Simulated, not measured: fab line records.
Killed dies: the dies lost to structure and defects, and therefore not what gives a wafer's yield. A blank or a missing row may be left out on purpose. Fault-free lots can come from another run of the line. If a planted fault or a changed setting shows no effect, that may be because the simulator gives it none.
Lot-split experiment / flow n5 finfet / 21 wafers read from 7 lots, route of 1938 steps

== SPLIT DETAILS ==
At N5_BEOL_M9_ETCH_62 (etches SOC in N2/H2, target depth 110 nm, overetch 22 nm, time 165 s), the setting source w was moved away from the recipe's 840 W on 4 of the 21 wafers read, by -6.4% to +16.6%. For the rest of the wafers, this setting stayed at what the recipe calls for.

The split's own step is where the reading is taken.

== THE READING ==
rf vpp V, in V, at N5_BEOL_M9_ETCH_62 (etches SOC in N2/H2, target depth 110 nm, overetch 22 nm, time 165 s). Typical for fault-free wafers on this fab line: 524.0 V, with standard deviation 2.5 V.

wafer=L077.2; tool, chamber at the split=rie diel-04, 0; source w as run, W=840; against the recipe=recipe; rf vpp V, V=522.2; against lot-mates on the recipe=-
wafer=L077.5; tool, chamber at the split=rie diel-04, 1; source w as run, W=840; against the recipe=recipe; rf vpp V, V=521.9; against lot-mates on the recipe=-
wafer=L077.6; tool, chamber at the split=rie diel-04, 0; source w as run, W=840; against the recipe=recipe; rf vpp V, V=523.5; against lot-mates on the recipe=-
wafer=L080.2; tool, chamber at the split=rie diel-03, 0; source w as run, W=840; against the recipe=recipe; rf vpp V, V=523.8; against lot-mates on the recipe=-
wafer=L080.3; tool, chamber at the split=rie diel-03, 3; source w as run, W=840; against the recipe=recipe; rf vpp V, V=522.9; against lot-mates on the recipe=-
wafer=L080.5; tool, chamber at the split=rie diel-03, 1; source w as run, W=840; against the recipe=recipe; rf vpp V, V=526.5; against lot-mates on the recipe=-
wafer=L085.2; tool, chamber at the split=rie diel-04, 2; source w as run, W=840; against the recipe=recipe; rf vpp V, V=528.8; against lot-mates on the recipe=-
wafer=L085.3; tool, chamber at the split=rie diel-04, 0; source w as run, W=840; against the recipe=recipe; rf vpp V, V=523.4; against lot-mates on the recipe=-
wafer=L085.5; tool, chamber at the split=rie diel-04, 3; source w as run, W=840; against the recipe=recipe; rf vpp V, V=520.7; against lot-mates on the recipe=-
wafer=L090.2; tool, chamber at the split=rie diel-04, 0; source w as run, W=786.3; against the recipe=-6.4%; rf vpp V, V=536.0; against lot-mates on the recipe=+14.9
wafer=L090.4; tool, chamber at the split=rie diel-04, 1; source w as run, W=786.3; against the recipe=-6.4%; rf vpp V, V=534.6; against lot-mates on the recipe=+13.5
wafer=L090.6; tool, chamber at the split=rie diel-04, 3; source w as run, W=840; against the recipe=recipe; rf vpp V, V=521.1; against lot-mates on the recipe=-
wafer=L093.1; tool, chamber at the split=rie diel-04, 2; source w as run, W=840; against the recipe=recipe; rf vpp V, V=528.9; against lot-mates on the recipe=-
wafer=L093.5; tool, chamber at the split=rie diel-04, 3; source w as run, W=840; against the recipe=recipe; rf vpp V, V=521.7; against lot-mates on the recipe=-
wafer=L093.6; tool, chamber at the split=rie diel-04, 2; source w as run, W=840; against the recipe=recipe; rf vpp V, V=528.9; against lot-mates on the recipe=-
wafer=L096.3; tool, chamber at the split=rie diel-04, 3; source w as run, W=979.7; against the recipe=+16.6%; rf vpp V, V=495.0; against lot-mates on the recipe=-25.4
wafer=L096.4; tool, chamber at the split=rie diel-04, 0; source w as run, W=979.7; against the recipe=+16.6%; rf vpp V, V=497.0; against lot-mates on the recipe=-23.4
wafer=L096.6; tool, chamber at the split=rie diel-04, 3; source w as run, W=840; against the recipe=recipe; rf vpp V, V=520.4; against lot-mates on the recipe=-
wafer=L097.3; tool, chamber at the split=rie diel-03, 3; source w as run, W=840; against the recipe=recipe; rf vpp V, V=524.5; against lot-mates on the recipe=-
wafer=L097.5; tool, chamber at the split=rie diel-03, 0; source w as run, W=840; against the recipe=recipe; rf vpp V, V=521.1; against lot-mates on the recipe=-
wafer=L097.6; tool, chamber at the split=rie diel-03, 1; source w as run, W=840; against the recipe=recipe; rf vpp V, V=528.4; against lot-mates on the recipe=-

FIT RESULTS
A straight line over all 21 wafers: rf vpp V changes by -1.7 V for each +1% of source w; r = -0.96; the points scatter about the line by 2.9 V.
The same after taking each lot's own level away (the mean of its wafers on the recipe; 21 wafers): -1.58 V for each +1%; r = -0.96; scatter 2.7 V.
Per that fit: largest source w move, reading shift of 26 V.
From 520.40 to 526.50 V: that is the span of the lots' own levels, equal to 2.4 times the standard deviation above.
The two slopes agree, so the slope changes little with the lot-to-lot level.
Check: with one of the wafers moved furthest among these (+16.6%) left out of the fit, the line predicts -26 V for it against its lot-mates. Against them it came out at -25.4 V.
Tool readings at the split's step, against how far the setting was moved: rf vpp V r = -0.96.

== FURTHER SPLITS ON THESE WAFERS ==
Other splits were also applied to these wafers ahead of the reading. Each is held against what the fit with the lots' levels taken away leaves over:
other split on the same wafers=N5_BEOL_M5_COAT_22 spin rpm; wafers away from the commonest value=4; r with rf vpp V (lot level and that fit taken away)=-0.20
other split on the same wafers=N5_BEOL_M6_DESCUM_33 time s; wafers away from the commonest value=9; r with rf vpp V (lot level and that fit taken away)=+0.30
other split on the same wafers=N5_BEOL_M9_ILD_DEP_00 time s; wafers away from the commonest value=6; r with rf vpp V (lot level and that fit taken away)=+0.15
other split on the same wafers=N5_BEOL_M9_COAT_60 spin rpm; wafers away from the commonest value=7; r with rf vpp V (lot level and that fit taken away)=+0.31

== FILE'S OWN FIT ==
rf vpp V changes by -1.56 V for each +1% of source w, r = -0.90.
